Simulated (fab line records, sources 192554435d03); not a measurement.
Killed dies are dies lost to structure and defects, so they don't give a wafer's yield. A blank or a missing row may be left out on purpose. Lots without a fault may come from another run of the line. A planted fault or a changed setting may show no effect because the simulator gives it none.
fab line records | flow n5_finfet | part 1 of 2: steps 1 to 16 of 24
record lots=5 wafers=15 last_day=14
route steps=1938 shown FIN_CUT@166 STI_FIN_REVEAL@183
lots that met no fault: from a run of the same line without faults
start_h: hours from the record's first day to the start of the lot's first wafer shown | wait_h: hours since the lot's step before | " the same as in the row above | L1.1+2: a row that stands for several wafers | - no value, or no start given | * or withheld: withheld | < > ~ a bound
route shown NAME@n: a module of which the file shows steps, and the number in the route of the first | usual: mean/standard deviation of fault-free wafers | same: alike in all rows | chamber/n: place in a boat | sites: the reading at each site | _std_site: their standard deviation | _edge_site: outer sites' mean less inner sites' | radius_mm: how far each site lies from the wafer's centre | mask NAME#n: copy n | behind: the tool/chamber that last shaped the wafer | hold: why the lot was held/for how many hours/how that ended | device: the transistor (n, p or np) that didn't switch | end of line: the same wafers' tests at the end of the route | a step without rows: its recipe alone | killed: dies lost to structure and defects at the first sort, not the wafer's yield | map: a wafer's dies, x killed, . not, _ none there
set.NAME: the setting as run; set.NAME@STEP: as run at that earlier step | model.NAME: the simulator's own value behind a step, which no gauge read
lots at some steps of the route; a table a step, a row a wafer
services: from which hour (start_h, from the record's first day; less than 0 if before it) a tool's chamber was out of use, for how many hours, and why
## steps
# step N5_FIN_CUT_DESCUM_13
# recipe chemistry=O2 time_s=7 source_power_w=50 bias_power_w=20 pressure_mtorr=20 rf_frequency_hz=2.712e+07 temp_c=40 resist=CAR-EUV o2_flow_sccm=225
# usual drypump_motor_current_A=5.5/0.42 oes_product_au=0.79/0.084 rf_vpp_V=243.6/1.3 showerhead_plenum_p_Torr=2.11/0.065 throttle_valve_pct=20.40/0.14
# columns lot.wafer tool chamber start_h wait_h drypump_motor_current_A oes_product_au rf_hours_counter_h rf_vpp_V showerhead_plenum_p_Torr throttle_valve_pct
L074.1 rie_diel-03 0 29.02 0.3 5.6 0.79 129 242.7 2.10 20.19
L074.2 " 3 " " 6.2 0.91 22 242.2 2.04 20.26
L074.5 " 2 " " 5.4 0.69 - 243.5 2.07 20.66
L075.1 rie_diel-05 1 33.80 0.0 5.8 0.77 126 242.0 2.02 20.20
L075.3 " 0 " " 4.8 0.73 181 242.9 2.18 20.52
L075.6 " 0 " " 4.8 0.74 - 244.7 2.18 20.50
L077.2 rie_diel-04 1 45.30 0.0 4.9 0.94 15 246.3 2.23 20.39
L077.5 " 1 " " 4.9 0.94 - 245.1 2.23 20.37
L077.6 " 0 " " 5.6 0.78 - 243.0 2.10 20.42
L079.2 rie_diel-04 0 58.15 0.1 5.6 0.78 133 242.9 2.10 20.43
L079.3 " 2 " " 5.3 0.68 234 242.3 2.06 20.35
L079.4 " 1 " " 4.9 0.93 19 245.2 2.23 20.38
L080.2 rie_diel-05 3 64.06 0.4 5.8 0.78 110 244.1 2.11 20.44
L080.5 " 0 " " 4.7 0.73 - 244.3 2.17 20.52
L080.6 " 1 " " 5.8 0.76 - 242.2 2.01 20.22
# step N5_FIN_CUT_ETCH_30
# recipe chemistry=N2/H2 target=underlayer target_depth_a=130 mask_material=CAR-EUV time_s=10.4 ion_energy_ev=200 pressure_mtorr=30 source_w=840 bias_w=150 n2_flow_sccm=200 h2_flow_sccm=200 ends=cleared
# usual drypump_motor_current_A=5.5/0.42 etch_rf_on_time_s=10.40/0.19 oes_product_au=0.67/0.072 rf_vpp_V=524.5/2.2 showerhead_plenum_p_Torr=2.57/0.078 throttle_valve_pct=17.86/0.17
# columns lot.wafer tool chamber start_h wait_h drypump_motor_current_A etch_rf_on_time_s oes_product_au rf_hours_counter_h rf_vpp_V showerhead_plenum_p_Torr throttle_valve_pct
L074.1 rie_diel-03 0 29.05 0.0 5.6 10.18 0.68 129 523.4 2.55 17.56
L074.2 " 3 " " 6.2 10.06 0.77 22 522.7 2.49 17.64
L074.5 " 2 " " 5.4 10.64 0.59 - 522.7 2.51 18.15
L075.1 rie_diel-05 1 33.84 0.0 5.8 10.40 0.66 126 520.9 2.45 17.64
L075.3 " 0 " " 4.8 10.39 0.63 181 526.7 2.64 18.02
L075.6 " 0 " " 4.7 10.42 0.63 - 527.0 2.64 18.03
L077.2 rie_diel-04 1 45.33 0.0 4.9 10.24 0.81 15 527.6 2.71 17.88
L077.5 " 1 " " 4.9 10.21 0.81 - 526.9 2.71 17.88
L077.6 " 0 " " 5.6 10.43 0.68 - 524.3 2.56 17.98
L079.2 rie_diel-04 0 58.19 0.0 5.7 10.52 0.67 133 525.0 2.56 18.00
L079.3 " 2 " " 5.3 10.70 0.59 234 522.6 2.50 17.88
L079.4 " 1 " " 4.9 10.25 0.80 19 527.4 2.71 17.88
L080.2 rie_diel-05 3 64.10 0.0 5.9 10.51 0.66 110 524.7 2.56 17.83
L080.5 " 0 " " 4.7 10.49 0.62 - 526.2 2.64 18.04
L080.6 " 1 " " 5.8 10.49 0.65 - 521.0 2.45 17.65
# step N5_FIN_CUT_ETCH_20
# recipe chemistry=CF4 target=SiARC target_depth_a=260 mask_material=CAR-EUV time_s=43.3 ion_energy_ev=80 pressure_mtorr=40 source_w=545 bias_w=36 Ar_flow_sccm=100 cf4_flow_sccm=100 ends=cleared
# usual drypump_motor_current_A=5.5/0.42 etch_rf_on_time_s=43.3/0.8 oes_product_au=0.68/0.073 rf_vpp_V=184.3/1.1 showerhead_plenum_p_Torr=2.16/0.063 throttle_valve_pct=15.59/0.14
# columns lot.wafer tool chamber start_h wait_h drypump_motor_current_A etch_rf_on_time_s oes_product_au rf_hours_counter_h rf_vpp_V showerhead_plenum_p_Torr throttle_valve_pct
L074.1 rie_diel-03 0 29.07 0.0 5.6 42.2 0.68 129 183.2 2.15 15.42
L074.2 " 3 " " 6.2 41.9 0.77 22 184.2 2.10 15.42
L074.5 " 2 " " 5.4 44.2 0.59 - 182.4 2.12 15.89
L075.1 rie_diel-05 1 33.86 0.0 5.8 43.1 0.67 126 183.0 2.07 15.40
L075.3 " 0 " " 4.8 43.3 0.63 181 185.2 2.21 15.66
L075.6 " 0 " " 4.8 43.3 0.63 - 184.4 2.21 15.65
L077.2 rie_diel-04 1 45.35 0.0 4.9 41.8 0.82 15 185.3 2.28 15.52
L077.5 " 1 " " 4.9 42.0 0.82 - 184.8 2.28 15.51
L077.6 " 0 " " 5.6 43.4 0.67 - 185.2 2.15 15.57
L079.2 rie_diel-04 0 58.21 0.0 5.6 43.7 0.66 133 185.3 2.15 15.55
L079.3 " 2 " " 5.3 44.0 0.59 234 184.2 2.12 15.69
L079.4 " 1 " " 4.9 42.7 0.81 19 186.2 2.28 15.52
L080.2 rie_diel-05 3 64.12 0.0 5.8 43.8 0.65 110 185.2 2.15 15.57
L080.5 " 0 " " 4.7 44.1 0.61 - 183.1 2.21 15.68
L080.6 " 1 " " 5.8 43.3 0.65 - 182.4 2.07 15.43
# step N5_FIN_CUT_ETCH_21
# recipe chemistry=N2/H2 target=SOC target_depth_a=2190 overetch_a=438 mask_material=SiARC temp_c=40 ion_energy_ev=100 bias_w=61 time_s=523.5 pressure_mtorr=30 source_w=850 n2_flow_sccm=200 h2_flow_sccm=200
# usual drypump_motor_current_A=5.5/0.42 oes_product_au=0.73/0.072 rf_vpp_V=240.9/1.3 showerhead_plenum_p_Torr=2.57/0.077 throttle_valve_pct=17.81/0.18
# columns lot.wafer tool chamber start_h wait_h drypump_motor_current_A oes_product_au rf_hours_counter_h rf_vpp_V showerhead_plenum_p_Torr throttle_valve_pct
L074.1 rie_diel-03 0 29.11 0.0 5.6 0.73 129 241.6 2.55 17.51
L074.2 " 3 " " 6.2 0.81 22 241.1 2.49 17.60
L074.5 " 2 " " 5.4 0.65 - 241.2 2.51 18.09
L075.1 rie_diel-05 1 33.89 0.0 5.8 0.71 126 239.6 2.45 17.61
L075.3 " 0 " " 4.7 0.68 181 242.4 2.64 17.97
L075.6 " 0 " " 4.8 0.68 - 241.7 2.64 17.98
L077.2 rie_diel-04 1 45.39 0.0 4.9 0.86 15 242.7 2.71 17.84
L077.5 " 1 " " 4.9 0.86 - 242.7 2.71 17.82
L077.6 " 0 " " 5.7 0.73 - 239.4 2.56 17.94
L079.2 rie_diel-04 0 58.24 0.0 5.6 0.72 133 240.3 2.56 17.95
L079.3 " 2 " " 5.3 0.64 234 239.2 2.50 17.82
L079.4 " 1 " " 4.9 0.85 19 243.1 2.71 17.83
L080.2 rie_diel-05 3 64.15 0.0 5.8 0.72 110 240.6 2.56 17.79
L080.5 " 0 " " 4.8 0.67 - 242.6 2.64 17.96
L080.6 " 1 " " 5.8 0.71 - 239.9 2.45 17.61
# step N5_FIN_CUT_STRIP_23
# recipe chemistry=N2/H2 temp_c=40 n2_flow_sccm=200 h2_flow_sccm=200 rf_frequency_hz=6e+07
# columns lot.wafer tool chamber start_h wait_h
L074.1+2+5 rie_diel-03 0,3,2 29.41 0.2
L075.1+3+6 rie_diel-05 1,0,0 34.20 0.2
L077.2+5+6 rie_diel-04 1,1,0 45.69 0.2
L079.2+3+4 rie_diel-04 0,2,1 58.55 0.2
L080.2+5+6 rie_diel-05 3,0,1 64.46 0.2
# step N5_FIN_CUT_STRIP_31
# recipe chemistry=N2/H2 temp_c=40 n2_flow_sccm=200 h2_flow_sccm=200 rf_frequency_hz=6e+07
# columns lot.wafer tool chamber start_h wait_h
L074.1+2+5 rie_diel-03 0,3,2 29.42 0.0
L075.1+3+6 rie_diel-05 1,0,0 34.21 0.0
L077.2+5+6 rie_diel-04 1,1,0 45.70 0.0
L079.2+3+4 rie_diel-04 0,2,1 58.56 0.0
L080.2+5+6 rie_diel-05 3,0,1 64.47 0.0
# step N5_FIN_CUT_STRIP_24
# recipe chemistry=CF4 resist=SiARC power_w=300 bias_power_w=75 pressure_mtorr=50 cf4_flow_sccm=150 rf_frequency_hz=6e+07
# usual drypump_motor_current_A=5.5/0.42 oes_product_au=0.78/0.077 rf_vpp_V=271.4/1.3 showerhead_plenum_p_Torr=1.81/0.052 throttle_valve_pct=13.56/0.16
# columns lot.wafer tool chamber start_h wait_h drypump_motor_current_A oes_product_au rf_hours_counter_h rf_vpp_V showerhead_plenum_p_Torr throttle_valve_pct
L074.1 rie_diel-03 0 29.43 0.0 5.6 0.79 129 271.2 1.80 13.42
L074.2 " 3 " " 6.2 0.87 22 270.5 1.76 13.35
L074.5 " 2 " " 5.4 0.69 - 271.1 1.78 13.89
L075.1 rie_diel-05 1 34.22 0.0 5.8 0.76 126 270.2 1.73 13.37
L075.3 " 0 " " 4.7 0.72 182 271.3 1.85 13.65
L075.6 " 0 " " 4.8 0.73 - 272.1 1.85 13.64
L077.2 rie_diel-04 1 45.71 0.0 4.9 0.92 15 272.7 1.91 13.45
L077.5 " 1 " " 4.9 0.92 - 273.2 1.91 13.46
L077.6 " 0 " " 5.6 0.78 - 272.5 1.80 13.53
L079.2 rie_diel-04 0 58.57 0.0 5.6 0.77 134 272.2 1.80 13.56
L079.3 " 2 " " 5.3 0.69 234 270.3 1.78 13.71
L079.4 " 1 " " 4.9 0.92 19 273.0 1.91 13.44
L080.2 rie_diel-05 3 64.48 0.0 5.8 0.77 110 272.5 1.80 13.52
L080.5 " 0 " " 4.7 0.72 - 271.9 1.85 13.67
L080.6 " 1 " " 5.8 0.76 - 268.4 1.73 13.41
# step N5_FIN_CUT_CUT_ETCH_26
# recipe chemistry=CH3F/O2 target=SiNx target_depth_a=390 mask_material=SOC time_s=55.7 pressure_mtorr=30 source_w=395 bias_w=73 Ar_flow_sccm=150 CH3F_flow_sccm=30 O2_flow_sccm=20 ion_energy_ev=120
# usual drypump_motor_current_A=5.5/0.42 oes_f_703_au=0.79/0.081 oes_product_au=0.79/0.085 rf_vpp_V=298.0/2.9 showerhead_plenum_p_Torr=2.02/0.062 throttle_valve_pct=16.34/0.14
# columns lot.wafer tool chamber start_h wait_h drypump_motor_current_A oes_f_703_au oes_product_au rf_hours_counter_h rf_vpp_V showerhead_plenum_p_Torr throttle_valve_pct
L074.1 rie_diel-03 0 29.45 0.0 5.6 0.80 0.80 129 296.3 2.01 16.15
L074.2 " 3 " " 6.2 0.89 0.89 22 299.7 1.96 16.19
L074.5 " 2 " " 5.4 0.69 0.70 - 301.2 1.97 16.63
L075.1 rie_diel-05 1 34.24 0.0 5.8 0.77 0.76 126 293.0 1.93 16.19
L075.3 " 0 " " 4.8 0.72 0.73 182 299.5 2.07 16.41
L075.6 " 0 " " 4.8 0.72 0.72 - 299.0 2.07 16.41
L077.2 rie_diel-04 1 45.73 0.0 4.9 0.95 0.96 16 295.5 2.13 16.27
L077.5 " 1 " " 4.9 0.95 0.96 - 296.1 2.13 16.27
L077.6 " 0 " " 5.6 0.79 0.80 - 296.2 2.01 16.29
L079.2 rie_diel-04 0 58.59 0.0 5.6 0.78 0.78 134 296.7 2.00 16.31
L079.3 " 2 " " 5.3 0.69 0.68 234 299.0 1.98 16.42
L079.4 " 1 " " 4.9 0.94 0.94 19 293.9 2.13 16.27
L080.2 rie_diel-05 3 64.50 0.0 5.8 0.77 0.76 110 298.1 2.01 16.31
L080.5 " 0 " " 4.8 0.71 0.72 - 300.8 2.07 16.43
L080.6 " 1 " " 5.8 0.77 0.76 - 291.3 1.93 16.21
# step N5_FIN_CUT_CUT_ETCH_27
# recipe chemistry=CHF3/O2 target=SiO2 target_depth_a=40 mask_material=SOC overetch_a=20 time_s=4.9 pressure_mtorr=30 source_w=650 bias_w=170 Ar_flow_sccm=200 CHF3_flow_sccm=50 O2_flow_sccm=5 ion_energy_ev=200
# usual drypump_motor_current_A=5.5/0.42 oes_f_703_au=0.79/0.08 oes_product_au=0.63/0.062 rf_vpp_V=525/4.9 showerhead_plenum_p_Torr=2.44/0.072 throttle_valve_pct=18.82/0.14
# columns lot.wafer tool chamber start_h wait_h drypump_motor_current_A oes_f_703_au oes_product_au rf_hours_counter_h rf_vpp_V showerhead_plenum_p_Torr throttle_valve_pct
L074.1 rie_diel-03 0 29.50 0.0 5.6 0.79 0.63 129 522 2.42 18.63
L074.2 " 3 " " 6.2 0.88 0.70 22 528 2.36 18.70
L074.5 " 2 " " 5.4 0.69 0.55 - 531 2.38 19.07
L075.1 rie_diel-05 1 34.28 0.0 5.8 0.77 0.61 127 516 2.33 18.65
L075.3 " 0 " " 4.8 0.73 0.58 182 528 2.49 18.87
L075.6 " 0 " " 4.7 0.72 0.58 - 527 2.49 18.85
L077.2 rie_diel-04 1 45.78 0.0 4.9 0.95 0.74 16 519 2.57 18.81
L077.5 " 1 " " 4.9 0.94 0.74 - 520 2.57 18.79
L077.6 " 0 " " 5.6 0.78 0.62 - 524 2.41 18.75
L079.2 rie_diel-04 0 58.63 0.0 5.6 0.79 0.62 134 522 2.41 18.76
L079.3 " 2 " " 5.3 0.69 0.55 234 527 2.39 18.89
L079.4 " 1 " " 4.9 0.94 0.74 19 521 2.57 18.82
L080.2 rie_diel-05 3 64.54 0.0 5.8 0.77 0.62 110 525 2.42 18.79
L080.5 " 0 " " 4.7 0.72 0.58 - 529 2.49 18.87
L080.6 " 1 " " 5.8 0.76 0.60 - 514 2.33 18.67
# step N5_FIN_CUT_PRECLEAN_35
# recipe time_s=13.3 temp_c=45 pressure_torr=125 p_hf_torr=3 p_coreactant_torr=25 chemistry=vHF
# usual drypump_motor_current_A=5.8/0.5 foreline_p_Torr=0.1280/0.00056
# columns lot.wafer tool chamber start_h wait_h drypump_motor_current_A foreline_p_Torr
L074.1 vapor_etch-01 0 29.57 0.0 5.5 0.1282
L074.2 " 1 " " 5.2 0.1279
L074.5 " 1 " " 5.2 0.1281
L075.1 vapor_etch-01 0 34.35 0.0 5.5 0.1273
L075.3 " 0 " " 5.5 0.1267
L075.6 " 0 " " 5.5 0.1273
L077.2 vapor_etch-01 1 45.85 0.0 5.2 0.1280
L077.5 " 1 " " 5.2 0.1292
L077.6 " 0 " " 5.5 0.1281
L079.2 vapor_etch-02 0 58.70 0.0 6.0 0.1284
L079.3 " 0 " " 6.0 0.1282
L079.4 " 1 " " 6.5 0.1279
L080.2 vapor_etch-01 0 64.61 0.0 5.5 0.1281
L080.5 " 1 " " 5.2 0.1276
L080.6 " 0 " " 5.5 0.1283
# step N5_FIN_CUT_CUT_ETCH_15
# recipe chemistry=HBr/Cl2/O2 target=Si target_depth_a=1000 bt_time_s=10 mask_material=SOC time_s=42.4 ion_energy_ev=* bias_w=* pressure_mtorr=10 icp_w=800 HBr_flow_sccm=150 Cl2_flow_sccm=80 O2_flow_sccm=12
# usual drypump_motor_current_A=5.79/0.28 oes_product_au=1.002/0.018 throttle_valve_pct=37.3/0.3
# columns lot.wafer tool chamber start_h wait_h drypump_motor_current_A oes_product_au rf_hours_counter_h throttle_valve_pct
L074.1 rie_si-03 2 29.65 0.1 5.84 1.004 55 37.1
L074.2 " 0 " " 5.37 0.973 138 37.3
L074.5 " 1 " " 5.60 1.019 - 36.9
L075.1 rie_si-02 2 34.43 0.1 5.91 0.981 31 37.7
L075.3 " 0 " " 5.82 0.976 2 36.9
L075.6 " 2 " " 5.90 0.980 - 37.7
L077.2 rie_si-01 1 45.93 0.1 5.62 1.007 5 37.2
L077.5 " 2 " " 5.45 1.012 - 37.5
L077.6 " 1 " " 5.62 1.005 - 37.2
L079.2 rie_si-02 0 58.78 0.1 5.82 0.970 3 36.9
L079.3 " 1 " " 5.86 1.019 100 37.7
L079.4 " 3 " " 6.22 0.994 11 37.7
L080.2 rie_si-02 0 64.69 0.1 5.82 0.978 3 36.9
L080.5 " 3 " " 6.22 0.987 - 37.7
L080.6 " 0 " " 5.82 0.969 - 36.9
# step N5_FIN_CUT_CUT_ETCH_28
# recipe chemistry=HBr/Cl2/O2 target=Si target_depth_a=60 mask_material=SOC time_s=2.4 ion_energy_ev=* bias_w=* pressure_mtorr=10 icp_w=800 HBr_flow_sccm=150 Cl2_flow_sccm=80 O2_flow_sccm=12
# usual drypump_motor_current_A=5.79/0.27 oes_product_au=1.003/0.019 throttle_valve_pct=37.3/0.3
# columns lot.wafer tool chamber start_h wait_h drypump_motor_current_A oes_product_au rf_hours_counter_h throttle_valve_pct
L074.1 rie_si-03 2 29.70 0.0 5.82 1.012 55 37.1
L074.2 " 0 " " 5.40 0.983 138 37.3
L074.5 " 1 " " 5.60 1.023 - 36.9
L075.1 rie_si-02 2 34.49 0.0 5.88 0.991 31 37.7
L075.3 " 0 " " 5.81 0.981 2 36.9
L075.6 " 2 " " 5.90 0.986 - 37.7
L077.2 rie_si-01 1 45.98 0.0 5.63 1.010 5 37.2
L077.5 " 2 " " 5.41 1.011 - 37.5
L077.6 " 1 " " 5.63 1.013 - 37.2
L079.2 rie_si-02 0 58.84 0.0 5.82 0.976 3 36.9
L079.3 " 1 " " 5.84 1.014 100 37.7
L079.4 " 3 " " 6.24 0.987 11 37.7
L080.2 rie_si-02 0 64.75 0.0 5.83 0.979 3 36.8
L080.5 " 3 " " 6.25 1.004 - 37.7
L080.6 " 0 " " 5.84 0.978 - 36.9
# step N5_FIN_CUT_STRIP_22
# recipe chemistry=N2/H2 power_w=500 temp_c=40 pressure_mtorr=50 rf_frequency_hz=6e+07 overash_fraction=0.3 bias_power_w=8 h2_frac=0.5 n2_flow_sccm=300 h2_flow_sccm=300
# usual drypump_motor_current_A=5.5/0.42 oes_product_au=0.79/0.076 rf_vpp_V=54.3/2.3 showerhead_plenum_p_Torr=3.39/0.097 throttle_valve_pct=19.0/0.39
# columns lot.wafer tool chamber start_h wait_h drypump_motor_current_A oes_product_au rf_hours_counter_h rf_vpp_V showerhead_plenum_p_Torr throttle_valve_pct
L074.1 rie_diel-04 1 29.77 0.0 4.9 0.98 10 51.8 3.57 19.3
L074.2 " 2 " " 5.3 0.69 226 58.1 3.31 18.9
L074.5 " 3 " " 5.3 0.77 - 56.6 3.51 19.4
L075.1 rie_diel-05 2 34.58 0.1 6.1 0.83 104 54.4 3.38 18.8
L075.3 " 0 " " 4.8 0.73 182 54.1 3.48 19.4
L075.6 " 1 " " 5.8 0.76 - 52.9 3.24 18.7
L077.2 rie_diel-03 1 46.05 0.0 5.3 0.75 164 53.6 3.48 18.8
L077.5 " 2 " " 5.4 0.68 - 55.5 3.31 19.4
L077.6 " 1 " " 5.2 0.74 - 49.5 3.48 18.8
L079.2 rie_diel-04 3 58.93 0.1 5.2 0.75 132 55.8 3.50 19.4
L079.3 " 0 " " 5.7 0.79 134 53.8 3.38 19.6
L079.4 " 1 " " 4.9 0.95 19 53.4 3.57 19.3
L080.2 rie_diel-05 0 64.81 0.0 4.8 0.74 190 52.4 3.48 19.4
L080.5 " 0 " " 4.8 0.73 - 50.8 3.48 19.4
L080.6 " 3 " " 5.8 0.76 - 58.4 3.38 19.0
# step N5_FIN_CUT_PRECLEAN_36
# recipe chemistry=O3/DIW time_s=60 temp_c=22 o3_ppm=10
# columns lot.wafer tool chamber start_h wait_h
L074.1+2+5 wet_bench-04 1,6,0 29.83 -
L075.1+3+6 wet_bench-03 0,6,1 34.65 -
L077.2+5+6 wet_bench-03 1,7,6 46.12 -
L079.2+3+4 wet_bench-06 2,1,5 59.00 -
L080.2+5+6 wet_bench-03 5,4,3 64.88 -
# step N5_FIN_CUT_SRD_32
# recipe dry=ipa_marangoni time_s=30 temp_c=23 rinse_liquid=diw
# columns lot.wafer tool chamber start_h wait_h
L074.1+2+5 wet_bench-04 1,6,0 29.85 0.0
L075.1+3+6 wet_bench-03 0,6,1 34.67 0.0
L077.2+5+6 wet_bench-03 1,7,6 46.15 0.0
L079.2+3+4 wet_bench-06 2,1,5 59.01 0.0
L080.2+5+6 wet_bench-03 5,4,3 64.90 0.0
# step N5_FIN_CUT_UV_OZONE_34
# recipe time_s=120 pressure_torr=760 temp_c=25
# columns lot.wafer tool chamber start_h wait_h
L074.1+2+5 wet_bench-04 1,6,0 29.87 0.0
L075.1+3+6 wet_bench-03 0,6,1 34.69 0.0
L077.2+5+6 wet_bench-03 1,7,6 46.19 0.0
L079.2+3+4 wet_bench-06 2,1,5 59.03 0.0
L080.2+5+6 wet_bench-03 5,4,3 64.92 0.0
